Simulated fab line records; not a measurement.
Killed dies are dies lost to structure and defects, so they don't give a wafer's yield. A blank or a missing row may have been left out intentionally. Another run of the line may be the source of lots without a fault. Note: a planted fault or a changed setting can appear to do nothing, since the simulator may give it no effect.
A single fault, viewed from 2 desks / flow n5Finfet / numbers are kept per desk, each desk with only its own; the story behind them comes last

AT THE TOOL OWNER'S DESK: rieDiel-04
The tool's own readings at N5_BEOL_M1_ETCH_41 (etches SiCN in CH3F/O2, target depth 31.9 nm, time 57.8 s): means of the sampled wafers that have a number, for each lot that ran on this tool. The brackets show how far a lot's mean lies from the usual mean; more than 4 standard deviations puts the lot out of limits, marked OUT.
Columns: A = O2_flow_sccm at N5_BEOL_M1_ETCH_41, usual 19.99 sccm; B = drypumpMotorCurrentA at N5_BEOL_M1_ETCH_41, usual 5.8 A; C = oesProductAu at N5_BEOL_M1_ETCH_41, usual 0.74 a.u.; D = rfFwdPowerW at N5_BEOL_M1_ETCH_41, usual 391.4 W; E = rfVppV at N5_BEOL_M1_ETCH_41, usual 298.0 V; F = showerheadPlenumPTorr at N5_BEOL_M1_ETCH_41, usual 2.02 Torr; G = throttleValvePct at N5_BEOL_M1_ETCH_41, usual 16.44 %
lot=L445; first seen here=day 7 16:50; A=20.03; B=5.5; C=0.74; D=391.7; E=299.7; F=2.08; G=16.41
lot=L449; first seen here=day 8 15:14; A=19.94; B=5.5; C=0.72; D=392.2; E=299.2; F=2.05; G=16.43
lot=L451; first seen here=day 9 08:10; A=19.97; B=5.7; C=0.74; D=392.6; E=298.3; F=2.04; G=16.33
lot=L463; first seen here=day 12 10:50; A=19.93; B=5.7; C=0.78; D=390.7; E=298.4; F=2.04; G=16.28
This desk's finding: nothing out of limits on any of the 4 lots.

THE METROLOGY DESK
What the gauges read for every lot (on any tool): the sampled wafers with a number, averaged. The brackets show how far a lot's mean lies from the usual mean; more than 4 standard deviations puts the lot out of limits, marked OUT. 7 of its 10 readings are shown, namely those furthest out on some lot.
Columns: A = IOFF_N at N5_BEOL_M4_RC_MEAS_101, usual 0.16 nA/um; B = IOFF_P at N5_BEOL_M4_RC_MEAS_101, usual 0.22 nA/um; C = ION_N at N5_BEOL_M4_RC_MEAS_101, usual 676 uA/um; D = ION_P at N5_BEOL_M4_RC_MEAS_101, usual 465 uA/um; E = SS_N at N5_BEOL_M4_RC_MEAS_101, usual 71.4 mV/dec; F = VT_N at N5_BEOL_M4_RC_MEAS_101, usual 250 mV; G = VT_P at N5_BEOL_M4_RC_MEAS_101, usual -250 mV
lot=L442; first seen here=day 8 14:12; A=0.14; B=0.18; C=669; D=458; E=71.2; F=250; G=-253
lot=L445; first seen here=day 9 22:43; A=0.14; B=0.17; C=669; D=455; E=71.7; F=251; G=-256
lot=L449; first seen here=day 10 02:40; A=0.16; B=0.23; C=682; D=471; E=71.3; F=250; G=-247
lot=L448; first seen here=day 10 15:28; A=0.14; B=0.20; C=671; D=463; E=70.8; F=252; G=-251
lot=L451; first seen here=day 11 02:05; A=0.18; B=0.24; C=686; D=471; E=71.6; F=248; G=-250
lot=L463; first seen here=day 14 09:16; A=0.12; B=0.15; C=654; D=447; E=70.7; F=255; G=-257
This desk's finding: nothing out of limits on any of the 6 lots.

TAKEN TOGETHER
Nothing out of limits was seen by the tool owner's desk.
The metrology desk saw nothing out of limits.

WHAT THE SIMULATOR PUT IN
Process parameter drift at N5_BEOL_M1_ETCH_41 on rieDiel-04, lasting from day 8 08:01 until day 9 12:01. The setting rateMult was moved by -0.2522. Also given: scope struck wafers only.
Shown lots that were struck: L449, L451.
